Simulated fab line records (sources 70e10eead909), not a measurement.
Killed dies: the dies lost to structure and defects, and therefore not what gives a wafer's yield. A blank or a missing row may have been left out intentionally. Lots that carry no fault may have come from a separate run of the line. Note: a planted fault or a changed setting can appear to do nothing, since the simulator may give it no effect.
fab line records | flow nand-harc
record: lots: 11 | wafers: 33 | last-day: 24
route steps=1159 shown A_CHANNEL_HOLE_D1@465 END@1159
lots that met no fault: taken from a fault-free run of the same line
start-h: hours from the record's first day to the start of the lot's first wafer shown | wait-h: hours elapsed since this lot's preceding step | " repeats the value in the row above | L1.1+2: a single row standing in for several wafers | - no value, or no start given | * or withheld: withheld | < > ~ a bound
route shown NAME@n: a module of which the file shows steps, and the number in the route of the first | usual: mean/standard deviation of fault-free wafers | same: alike in all rows | chamber/n: place in a boat | sites: each site's reading | _std_site: the standard deviation of these | _edge_site: mean of outer sites minus mean of inner sites | radius-mm: how far each site lies from the wafer's centre | mask NAME#n: copy n | behind: the most recent tool/chamber to have shaped the wafer | hold: reason for holding the lot/hours on hold/outcome of the hold | device: whichever transistor did not switch (one of n, p or np) | end of line: the same wafers' tests at the end of the route | for a step that has no rows: nothing shown but its recipe | killed: count of dies lost to structure and defects at first sort (not the wafer's yield) | map: dies across one wafer; x = killed, . = not, _ = none there
set.NAME: the run value of the setting; set.NAME@STEP: its run value at that earlier step | model.NAME: the simulator's own value behind a step, which no gauge read
the route's steps for a sample of lots (tables are steps, rows are wafers)
services: the hour from which a tool's chamber was out of use, counted from the record's first day as start-h (under 0 if before that day), plus the number of hours and why
== steps ==
step: NHARC_A_CHANNEL_HOLE_D1_DESCUM_15
recipe: time-s: 3 | o2-flow-sccm: 200 | ar-flow-sccm: 0 | bias-power-w: 0 | chemistry: O2
usual: drypump-motor-current-A: 5.7/0.43 | oes-product-au: 1.003/0.011 | rf-vpp-V: 57.8/0.94 | showerhead-plenum-p-Torr: 1.91/0.082 | throttle-valve-pct: 11.310/0.0082
same: bias-power-w: 0
lot.wafer | tool        | chamber | start-h | wait-h | drypump-motor-current-A | oes-product-au | rf-hours-counter-h | rf-vpp-V | showerhead-plenum-p-Torr | throttle-valve-pct
L258.3    | rie-diel-06 | 0       | 169.61  | 0.1    | 5.9                     | 0.994          | 7                  | 58.4     | 2.00                     | 11.308
L258.4    | "           | 3       | "       | "      | 5.0                     | 0.996          | 8                  | 56.1     | 1.79                     | 11.326
L258.6    | "           | 1       | "       | "      | 6.0                     | 1.007          | -                  | 57.4     | 1.78                     | 11.318
L257.4    | rie-diel-07 | 3       | 171.22  | 0.1    | 6.1                     | 0.999          | 7                  | 58.0     | 1.86                     | 11.313
L257.1    | "           | 0       | "       | "      | 6.7                     | 1.010          | 7                  | 58.3     | 1.92                     | 11.312
L257.6    | "           | 3       | "       | "      | 6.1                     | 0.991          | -                  | 58.9     | 1.86                     | 11.303
L262.1    | rie-diel-06 | 2       | 206.55  | 0.1    | 5.7                     | 1.010          | 11                 | 56.7     | 1.83                     | 11.310
L262.6    | "           | 2       | "       | "      | 5.6                     | 1.003          | -                  | 57.4     | 1.83                     | 11.313
L262.5    | "           | 3       | "       | "      | 5.0                     | 1.003          | -                  | 57.6     | 1.79                     | 11.319
L263.3    | rie-diel-05 | 2       | 211.85  | 0.1    | 5.5                     | 1.012          | 2                  | 57.9     | 1.93                     | 11.312
L263.4    | "           | 3       | "       | "      | 5.4                     | 1.007          | 2                  | 58.6     | 1.92                     | 11.318
L263.2    | "           | 0       | "       | "      | 5.2                     | 1.003          | 2                  | 58.7     | 2.01                     | 11.300
L270.4    | rie-diel-06 | 1       | 254.77  | 0.1    | 6.0                     | 1.010          | 0                  | 56.2     | 1.78                     | 11.296
L270.2    | "           | 2       | "       | "      | 5.6                     | 0.998          | 0                  | 57.5     | 1.82                     | 11.295
L270.1    | "           | 3       | "       | "      | 5.0                     | 1.010          | 1                  | 57.9     | 1.79                     | 11.313
L274.3    | rie-diel-05 | 1       | 274.64  | 0.1    | 5.6                     | 1.016          | 6                  | 57.2     | 1.90                     | 11.306
L274.5    | "           | 3       | "       | "      | 5.4                     | 1.024          | -                  | 58.7     | 1.92                     | 11.316
L274.6    | "           | 0       | "       | "      | 5.2                     | 1.001          | -                  | 58.5     | 2.01                     | 11.308
L273.1    | rie-diel-06 | 1       | 274.91  | 0.1    | 6.0                     | 0.999          | 2                  | 56.9     | 1.78                     | 11.314
L273.3    | "           | 0       | "       | "      | 5.9                     | 1.011          | 2                  | 59.3     | 2.00                     | 11.306
L273.5    | "           | 1       | "       | "      | 6.0                     | 0.999          | -                  | 56.7     | 1.78                     | 11.313
L276.1    | rie-diel-07 | 0       | 283.16  | 0.1    | 6.7                     | 1.000          | 3                  | 57.6     | 1.92                     | 11.321
L276.4    | "           | 1       | "       | "      | 5.9                     | 0.999          | 2                  | 59.9     | 2.02                     | 11.296
L276.6    | "           | 3       | "       | "      | 6.0                     | 0.983          | -                  | 58.8     | 1.86                     | 11.303
L278.3    | rie-diel-05 | 1       | 296.92  | 0.1    | 5.6                     | 1.009          | 7                  | 56.4     | 1.90                     | 11.298
L278.5    | "           | 0       | "       | "      | 5.2                     | 1.004          | -                  | 58.2     | 2.00                     | 11.311
L278.6    | "           | 1       | "       | "      | 5.6                     | 1.013          | -                  | 58.1     | 1.89                     | 11.320
L279.1    | rie-diel-05 | 2       | 300.14  | 0.1    | 5.5                     | 1.017          | 8                  | 55.8     | 1.93                     | 11.315
L279.4    | "           | 0       | "       | "      | 5.2                     | 1.014          | 8                  | 57.4     | 2.00                     | 11.295
L279.6    | "           | 1       | "       | "      | 5.6                     | 1.017          | -                  | 59.4     | 1.90                     | 11.293
L280.3    | rie-diel-07 | 3       | 313.35  | 0.1    | 6.1                     | 0.986          | 4                  | 59.2     | 1.86                     | 11.312
L280.4    | "           | 1       | "       | "      | 5.8                     | 0.996          | 4                  | 58.1     | 2.02                     | 11.299
L280.5    | "           | 3       | "       | "      | 6.1                     | 0.992          | -                  | 57.7     | 1.86                     | 11.310
step: NHARC_A_CHANNEL_HOLE_D1_ETCH_16
recipe: target-depth-a: 31000 | over-etch-frac: 0.3 | time-s: 806 | ion-energy-ev: 150 | o2-flow-sccm: 400 | cos-flow-sccm: 20 | ar-flow-sccm: 0 | rf-w: 500 | bias-w: 300 | chemistry: O2/COS
usual: drypump-motor-current-A: 5.7/0.45 | oes-product-au: 1.001/0.0099 | rf-vpp-V: 314.1/1.9 | showerhead-plenum-p-Torr: 3.11/0.12 | throttle-valve-pct: 28.330/0.0086
lot.wafer | tool        | chamber | start-h | wait-h | drypump-motor-current-A | oes-product-au | rf-hours-counter-h | rf-vpp-V | showerhead-plenum-p-Torr | throttle-valve-pct
L258.4    | rie-diel-06 | 0       | 170.26  | -      | 5.9                     | 0.982          | 7                  | 316.3    | 3.25                     | 28.330
L258.3    | "           | 1       | "       | "      | 6.0                     | 0.994          | 7                  | 311.1    | 2.92                     | 28.325
L258.6    | "           | 2       | "       | "      | 5.6                     | 0.991          | -                  | 312.3    | 2.99                     | 28.340
L257.4    | rie-diel-07 | 3       | 171.78  | -      | 6.1                     | 0.998          | 7                  | 313.1    | 3.04                     | 28.330
L257.1    | "           | 1       | "       | "      | 5.9                     | 0.993          | 7                  | 316.3    | 3.29                     | 28.332
L257.6    | "           | 3       | "       | "      | 6.1                     | 1.008          | -                  | 311.7    | 3.04                     | 28.345
L262.1    | rie-diel-06 | 3       | 207.30  | -      | 5.0                     | 1.005          | 11                 | 311.0    | 2.93                     | 28.325
L262.5    | "           | 0       | "       | "      | 5.9                     | 0.993          | -                  | 316.7    | 3.25                     | 28.335
L262.6    | "           | 1       | "       | "      | 6.0                     | 1.013          | -                  | 310.6    | 2.91                     | 28.314
L263.2    | rie-diel-05 | 3       | 212.38  | -      | 5.4                     | 1.004          | 2                  | 313.1    | 3.13                     | 28.325
L263.3    | "           | 0       | "       | "      | 5.2                     | 0.993          | 2                  | 315.9    | 3.27                     | 28.336
L263.4    | "           | 2       | "       | "      | 5.5                     | 1.009          | 2                  | 314.1    | 3.15                     | 28.335
L270.1    | rie-diel-06 | 0       | 255.29  | -      | 5.9                     | 0.861          | 1                  | 314.6    | 3.25                     | 28.326
L270.4    | "           | 2       | "       | "      | 5.7                     | 0.846          | 1                  | 312.7    | 2.98                     | 28.342
L270.2    | "           | 3       | "       | "      | 5.0                     | 0.859          | 1                  | 311.0    | 2.93                     | 28.333
L274.3    | rie-diel-05 | 2       | 275.21  | -      | 5.5                     | 1.008          | 6                  | 316.1    | 3.14                     | 28.330
L274.5    | "           | 1       | "       | "      | 5.6                     | 1.008          | -                  | 314.1    | 3.09                     | 28.328
L274.6    | "           | 2       | "       | "      | 5.5                     | 1.018          | -                  | 314.7    | 3.14                     | 28.326
L273.1    | rie-diel-06 | 3       | 275.50  | -      | 5.1                     | 0.846          | 2                  | 312.5    | 2.93                     | 28.335
L273.3    | "           | 0       | "       | "      | 5.9                     | 0.859          | 2                  | 315.6    | 3.25                     | 28.330
L273.5    | "           | 2       | "       | "      | 5.6                     | 0.842          | -                  | 313.0    | 2.98                     | 28.323
L276.1    | rie-diel-07 | 1       | 283.67  | -      | 5.9                     | 0.998          | 2                  | 316.9    | 3.28                     | 28.327
L276.4    | "           | 0       | "       | "      | 6.7                     | 0.995          | 3                  | 314.4    | 3.13                     | 28.333
L276.6    | "           | 2       | "       | "      | 6.3                     | 0.992          | -                  | 315.7    | 3.26                     | 28.330
L278.3    | rie-diel-05 | 0       | 297.61  | -      | 5.2                     | 1.000          | 8                  | 315.2    | 3.26                     | 28.330
L278.6    | "           | 1       | "       | "      | 5.6                     | 1.005          | -                  | 315.2    | 3.09                     | 28.325
L278.5    | "           | 2       | "       | "      | 5.5                     | 1.008          | -                  | 314.0    | 3.14                     | 28.324
L279.4    | rie-diel-05 | 3       | 300.72  | -      | 5.4                     | 1.002          | 9                  | 313.9    | 3.13                     | 28.316
L279.1    | "           | 1       | "       | "      | 5.6                     | 1.010          | 8                  | 313.6    | 3.09                     | 28.342
L279.6    | "           | 3       | "       | "      | 5.4                     | 1.010          | -                  | 315.5    | 3.13                     | 28.316
L280.4    | rie-diel-07 | 1       | 313.86  | -      | 5.9                     | 0.992          | 4                  | 315.9    | 3.28                     | 28.347
L280.3    | "           | 2       | "       | "      | 6.3                     | 1.001          | 4                  | 315.1    | 3.26                     | 28.341
L280.5    | "           | 1       | "       | "      | 5.9                     | 0.994          | -                  | 315.1    | 3.28                     | 28.330
step: NHARC_A_CHANNEL_HOLE_D1_ETCH_21
recipe: bias-v: 3000 | source-w: withheld | pressure-mtorr: 20 | time-s: 514.3 | ar-flow-sccm: 375 | c4f8-flow-sccm: 89.3 | o2-flow-sccm: 35.7 | temp-c: -20 | target-depth-a: 16000 | chemistry: C4F8/O2/Ar
usual: c4f8-flow-sccm: 89.29/0.29 | drypump-motor-current-A: 5.3/0.31 | showerhead-plenum-p-Torr: 3.72/0.092 | temp-c: -19.98/0.096 | throttle-valve-pct: 32.155/0.0097
lot.wafer | tool        | chamber | start-h | wait-h | c4f8-flow-sccm | drypump-motor-current-A | rf-hours-counter-h | showerhead-plenum-p-Torr | temp-c | throttle-valve-pct
L258.4    | har-etch-01 | 1       | 171.37  | 0.3    | 89.13          | 5.4                     | -                  | 3.83                     | -20.05 | 32.163
L258.3    | "           | 0       | "       | "      | 89.45          | 4.8                     | -                  | 3.71                     | -20.04 | 32.163
L258.6    | "           | 1       | "       | "      | 89.31          | 5.4                     | -                  | 3.83                     | -20.02 | 32.153
L257.1    | har-etch-02 | 0       | 172.86  | 0.3    | 89.87          | 5.6                     | 100                | 3.61                     | -19.90 | 32.137
L257.4    | "           | 0       | "       | "      | 89.99          | 5.6                     | -                  | 3.61                     | -20.01 | 32.158
L257.6    | "           | 0       | "       | "      | 89.69          | 5.6                     | -                  | 3.61                     | -19.97 | 32.141
L262.1    | har-etch-02 | 0       | 208.21  | 0.3    | 89.64          | 5.6                     | 114                | 3.61                     | -19.97 | 32.152
L262.6    | "           | 0       | "       | "      | 89.38          | 5.6                     | -                  | 3.61                     | -19.94 | 32.154
L262.5    | "           | 1       | "       | "      | 89.25          | 5.5                     | -                  | 3.82                     | -20.02 | 32.144
L263.2    | har-etch-02 | 1       | 213.46  | 0.3    | 88.99          | 5.5                     | 118                | 3.82                     | -20.10 | 32.150
L263.3    | "           | 1       | "       | "      | 89.10          | 5.5                     | -                  | 3.82                     | -19.94 | 32.149
L263.4    | "           | 0       | "       | "      | 89.42          | 5.7                     | -                  | 3.60                     | -20.02 | 32.151
L270.2    | har-etch-02 | 1       | 256.36  | 0.3    | 89.15          | 5.5                     | 137                | 3.81                     | -19.98 | 32.157
L270.1    | "           | 0       | "       | "      | 89.65          | 5.6                     | 137                | 3.59                     | -19.92 | 32.151
L270.4    | "           | 1       | "       | "      | 89.20          | 5.5                     | -                  | 3.81                     | -19.94 | 32.163
L274.3    | har-etch-02 | 0       | 276.44  | 0.3    | 89.41          | 5.6                     | -                  | 3.59                     | -20.15 | 32.167
L274.6    | "           | 1       | "       | "      | 89.39          | 5.5                     | -                  | 3.80                     | -19.87 | 32.168
L274.5    | "           | 0       | "       | "      | 89.46          | 5.6                     | -                  | 3.59                     | -20.03 | 32.153
L273.1    | har-etch-01 | 1       | 276.53  | 0.3    | 89.26          | 5.4                     | 234                | 3.80                     | -20.11 | 32.159
L273.3    | "           | 1       | "       | "      | 89.10          | 5.5                     | -                  | 3.80                     | -20.09 | 32.148
L273.5    | "           | 1       | "       | "      | 89.13          | 5.4                     | -                  | 3.80                     | -20.00 | 32.153
L276.1    | har-etch-01 | 1       | 284.82  | 0.3    | 89.27          | 5.4                     | 239                | 3.80                     | -20.09 | 32.158
L276.4    | "           | 0       | "       | "      | 89.09          | 4.8                     | -                  | 3.68                     | -20.02 | 32.154
L276.6    | "           | 0       | "       | "      | 89.11          | 4.8                     | -                  | 3.68                     | -19.88 | 32.152
L278.3    | har-etch-02 | 1       | 298.74  | 0.3    | 89.15          | 5.5                     | -                  | 3.80                     | -19.88 | 32.162
L278.5    | "           | 0       | "       | "      | 89.38          | 5.6                     | -                  | 3.58                     | -19.83 | 32.161
L278.6    | "           | 1       | "       | "      | 89.16          | 5.5                     | -                  | 3.80                     | -19.87 | 32.151
L279.1    | har-etch-02 | 0       | 302.72  | 0.3    | 88.76          | 5.6                     | 160                | 3.58                     | -19.93 | 32.148
L279.4    | "           | 1       | "       | "      | 89.67          | 5.5                     | -                  | 3.79                     | -19.92 | 32.134
L279.6    | "           | 1       | "       | "      | 89.44          | 5.5                     | -                  | 3.80                     | -19.96 | 32.161
L280.4    | har-etch-02 | 1       | 318.95  | 0.3    | 89.12          | 5.5                     | -                  | 3.79                     | -20.09 | 32.150
L280.3    | "           | 0       | "       | "      | 89.56          | 5.6                     | -                  | 3.57                     | -20.08 | 32.157
L280.5    | "           | 1       | "       | "      | 89.25          | 5.5                     | -                  | 3.79                     | -20.16 | 32.148
step: NHARC_A_CHANNEL_HOLE_D1_ETCH_22
recipe: bias-v: 3000 | source-w: withheld | pressure-mtorr: 20 | time-s: 666.7 | ar-flow-sccm: 375 | c4f8-flow-sccm: 89.3 | o2-flow-sccm: 35.7 | temp-c: -20 | target-depth-a: 16000 | chemistry: C4F8/O2/Ar
usual: c4f8-flow-sccm: 89.34/0.26 | drypump-motor-current-A: 5.3/0.32 | showerhead-plenum-p-Torr: 3.72/0.092 | temp-c: -20.00/0.096 | throttle-valve-pct: 32.155/0.0097
lot.wafer | tool        | chamber | start-h | wait-h | c4f8-flow-sccm | drypump-motor-current-A | rf-hours-counter-h | showerhead-plenum-p-Torr | temp-c | throttle-valve-pct
L258.4    | har-etch-01 | 1       | 171.86  | 0.4    | 89.16          | 5.4                     | -                  | 3.83                     | -20.03 | 32.154
L258.3    | "           | 0       | "       | "      | 89.97          | 4.8                     | -                  | 3.71                     | -19.88 | 32.148
L258.6    | "           | 1       | "       | "      | 89.24          | 5.4                     | -                  | 3.83                     | -20.09 | 32.150
L257.1    | har-etch-02 | 0       | 173.29  | 0.4    | 89.51          | 5.6                     | 101                | 3.61                     | -20.04 | 32.164
L257.4    | "           | 0       | "       | "      | 89.89          | 5.6                     | -                  | 3.61                     | -20.03 | 32.153
L257.6    | "           | 0       | "       | "      | 89.71          | 5.6                     | -                  | 3.61                     | -19.99 | 32.144
L262.1    | har-etch-02 | 0       | 208.65  | 0.4    | 89.67          | 5.6                     | 114                | 3.61                     | -20.06 | 32.165
L262.6    | "           | 0       | "       | "      | 89.02          | 5.6                     | -                  | 3.61                     | -20.09 | 32.161
L262.5    | "           | 1       | "       | "      | 89.35          | 5.4                     | -                  | 3.82                     | -19.97 | 32.162
L263.2    | har-etch-02 | 1       | 213.90  | 0.4    | 89.47          | 5.5                     | 118                | 3.82                     | -19.95 | 32.171
L263.3    | "           | 1       | "       | "      | 89.36          | 5.5                     | -                  | 3.82                     | -19.96 | 32.162
L263.4    | "           | 0       | "       | "      | 89.16          | 5.6                     | -                  | 3.60                     | -20.11 | 32.157
L270.2    | har-etch-02 | 1       | 256.80  | 0.4    | 89.19          | 5.5                     | 138                | 3.81                     | -19.90 | 32.162
L270.1    | "           | 0       | "       | "      | 89.52          | 5.6                     | 138                | 3.59                     | -19.89 | 32.147
L270.4    | "           | 1       | "       | "      | 89.21          | 5.5                     | -                  | 3.81                     | -19.97 | 32.152
L274.3    | har-etch-02 | 0       | 276.94  | 0.4    | 89.17          | 5.6                     | -                  | 3.59                     | -19.88 | 32.171
L274.6    | "           | 1       | "       | "      | 89.69          | 5.5                     | -                  | 3.80                     | -20.14 | 32.148
L274.5    | "           | 0       | "       | "      | 88.96          | 5.6                     | -                  | 3.59                     | -19.97 | 32.162
L273.1    | har-etch-01 | 1       | 276.97  | 0.4    | 89.18          | 5.5                     | 234                | 3.80                     | -20.06 | 32.163
L273.3    | "           | 1       | "       | "      | 89.20          | 5.5                     | -                  | 3.80                     | -20.04 | 32.160
L273.5    | "           | 1       | "       | "      | 89.15          | 5.4                     | -                  | 3.80                     | -19.96 | 32.153
L276.1    | har-etch-01 | 1       | 285.28  | 0.4    | 89.21          | 5.4                     | 240                | 3.80                     | -19.99 | 32.146
L276.4    | "           | 0       | "       | "      | 89.51          | 4.8                     | -                  | 3.68                     | -20.08 | 32.149
L276.6    | "           | 0       | "       | "      | 89.49          | 4.8                     | -                  | 3.68                     | -20.15 | 32.162
L278.3    | har-etch-02 | 1       | 299.24  | 0.4    | 88.76          | 5.5                     | -                  | 3.80                     | -19.98 | 32.139
L278.5    | "           | 0       | "       | "      | 88.74          | 5.6                     | -                  | 3.58                     | -20.17 | 32.166
L278.6    | "           | 1       | "       | "      | 89.09          | 5.5                     | -                  | 3.80                     | -20.09 | 32.143
L279.1    | har-etch-02 | 0       | 303.18  | 0.4    | 89.36          | 5.6                     | 160                | 3.58                     | -19.90 | 32.140
L279.4    | "           | 1       | "       | "      | 89.18          | 5.5                     | -                  | 3.79                     | -20.02 | 32.176
L279.6    | "           | 1       | "       | "      | 89.44          | 5.5                     | -                  | 3.80                     | -20.13 | 32.157
L280.4    | har-etch-02 | 1       | 319.43  | 0.4    | 89.31          | 5.5                     | -                  | 3.79                     | -20.01 | 32.168
L280.3    | "           | 0       | "       | "      | 89.92          | 5.6                     | -                  | 3.57                     | -20.08 | 32.150
L280.5    | "           | 1       | "       | "      | 89.49          | 5.5                     | -                  | 3.79                     | -20.03 | 32.164
step: NHARC_END_SORT_01
recipe: temp-c: 25
usual: killed-at-array: 29/13 | killed-at-other: 0.7/1 | killed-at-periphery: 3.2/2.3 | killed-dies: 33/13 | killed-open: 3.3/1.7 | killed-short: 2.0/1.5
same: gross-dies: 677
lot.wafer | tool      | chamber | start-h | wait-h | killed-at-array | killed-at-other | killed-at-periphery | killed-dies | killed-open | killed-short
L270.1    | prober-02 | 0       | 513.43  | 2.5    | 540             | 0               | 2                   | 542         | 1           | 4
L270.2    | prober-02 | 0       | 514.22  | 2.8    | 487             | 0               | 5                   | 492         | 2           | 2
L270.4    | prober-02 | 0       | 515.81  | 3.4    | 462             | 0               | 3                   | 465         | 5           | 2
L273.1    | prober-01 | 0       | 548.24  | 2.5    | 456             | 2               | 0                   | 458         | 2           | 0
L273.3    | prober-01 | 0       | 549.84  | 3.1    | 521             | 3               | 4                   | 528         | 3           | 1
L273.5    | prober-01 | 0       | 551.45  | 3.7    | 520             | 3               | 5                   | 528         | 6           | 2
killed by level:class
L270.1 A_CHANNEL_HOLE_D1:area-etch=521 A_CHANNEL_HOLE_D1:chamber-film-flake=7 A_CONTACT:chamber-film-flake=3 P_M0:geometric-particle:short=2 A_CHANNEL_FILL_D1:geometric-particle:short=2 A_CHANNEL_FILL_D1:chamber-film-flake=2 A_WL_FILL:chamber-film-flake=2 A_CONTACT:geometric-particle:open=1
L270.2 A_CHANNEL_HOLE_D1:area-etch=469 A_CHANNEL_HOLE_D1:chamber-film-flake=7 P_STI:chamber-film-flake=4 A_BLC:chamber-film-flake=3 A_ONON_D1:geometric-particle:short=2 A_CONTACT:chamber-film-flake=2 P_M0:geometric-particle:open=1 A_CONTACT:geometric-particle:open=1
L270.4 A_CHANNEL_HOLE_D1:area-etch=447 A_BLC:chamber-film-flake=3 A_CHANNEL_HOLE_D1:chamber-film-flake=2 A_BONDPAD:chamber-film-flake=2 P_CONTACT:geometric-particle:short=1 P_CONTACT:geometric-particle:open=1 P_M0:geometric-particle:open=1 A_ONON_D1:geometric-particle:open=1
L273.1 A_CHANNEL_HOLE_D1:area-etch=438 A_CHANNEL_HOLE_D1:chamber-film-flake=14 THIN_TSV:chamber-film-flake=2 A_WL_FILL:geometric-particle:open=1 A_CONTACT:geometric-particle:open=1 A_STAIRCASE:chamber-film-flake=1 A_CONTACT:chamber-film-flake=1
L273.3 A_CHANNEL_HOLE_D1:area-etch=495 A_CHANNEL_HOLE_D1:chamber-film-flake=19 A_CONTACT:chamber-film-flake=5 THIN_TSV:chamber-film-flake=3 P_CONTACT:geometric-particle:open=2 A_ONON_D1:geometric-particle:short=1 A_WL_FILL:geometric-particle:open=1 P_STI:chamber-film-flake=1
L273.5 A_CHANNEL_HOLE_D1:area-etch=495 A_CHANNEL_HOLE_D1:chamber-film-flake=19 A_CONTACT:geometric-particle:open=3 P_STI:chamber-film-flake=3 THIN_TSV:chamber-film-flake=3 A_ONON_D1:geometric-particle:open=2 P_CONTACT:geometric-particle:open=1 P_M0:geometric-particle:short=1
== services ==
tool        | chamber | start-h | hours | kind
rie-diel-06 | 0       | 146.70  | -     | clean
rie-diel-06 | 1       | 146.70  | -     | clean
rie-diel-06 | 2       | 146.70  | -     | clean
rie-diel-06 | 3       | 146.70  | -     | clean
rie-diel-05 | -       | 163.74  | 9.0   | pm
rie-diel-05 | 0       | 163.74  | 9.0   | vent-cycle
rie-diel-05 | 1       | 163.74  | 9.0   | vent-cycle
rie-diel-05 | 2       | 163.74  | 9.0   | vent-cycle
rie-diel-05 | 3       | 163.74  | 9.0   | vent-cycle
rie-diel-06 | 0       | 171.20  | -     | clean
rie-diel-06 | 1       | 171.20  | -     | clean
rie-diel-06 | 2       | 171.20  | -     | clean
rie-diel-06 | 3       | 171.20  | -     | clean
rie-diel-05 | 0       | 172.74  | -     | clean
rie-diel-05 | 1       | 172.74  | -     | clean
rie-diel-05 | 2       | 172.74  | -     | clean
rie-diel-05 | 3       | 172.74  | -     | clean
rie-diel-06 | 0       | 195.70  | -     | clean
rie-diel-06 | 3       | 197.03  | 5.0   | repair
rie-diel-07 | -       | 228.20  | 9.0   | pm
rie-diel-06 | -       | 241.20  | 9.0   | pm
rie-diel-05 | -       | 282.34  | 1.2   | repair
har-etch-01 | -       | 305.72  | 17.0  | pm
rie-diel-05 | -       | 315.81  | 2.7   | repair
== key ==
first-sign: step: NHARC_A_CHANNEL_HOLE_D1_ETCH_16 | reading: oes-product-au | direction: down | sigmas: 15 | usual: 1.001 | struck: 0.852
effect: step: NHARC_END_SORT_01 | reading: killed-at-array | direction: up | sigmas: 37 | usual: 29 | struck: 498
more-kills-born-at: NHARC_A_CHANNEL_HOLE_D1_ETCH_16@rie-diel-06: 2865
met-at NHARC_A_CHANNEL_HOLE_D1_ETCH_16
struck-lots L270,L273
later-rows-left-out L270.1,L270.2,L270.4,L273.1,L273.3,L273.5
tester-left-out L270,L273
not-acting-at NHARC_A_CHANNEL_HOLE_D1_DESCUM_15,NHARC_A_CHANNEL_HOLE_D1_ETCH_21,NHARC_A_CHANNEL_HOLE_D1_ETCH_22
onset-between 207.30 255.29
fault: kind: process-parameter-drift | tool: rie-diel-06 | chamber: - | onset-h: 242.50 | steps: NHARC_A_CHANNEL_HOLE_D1_ETCH_16 | channel: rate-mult | offset: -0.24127 | shape: step | end-h: 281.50
tester-left-out: of these lots the tester's yield and bins aren't shown, on N5 and GAA mostly nor the transistor test; their killed dies are dies lost to structure and defects alone, not to doping, threshold or leakage, so they don't give the yield
later-rows-left-out: the simulator's readings of these wafers behind a module that went badly wrong aren't trusted and aren't shown, but for the sort
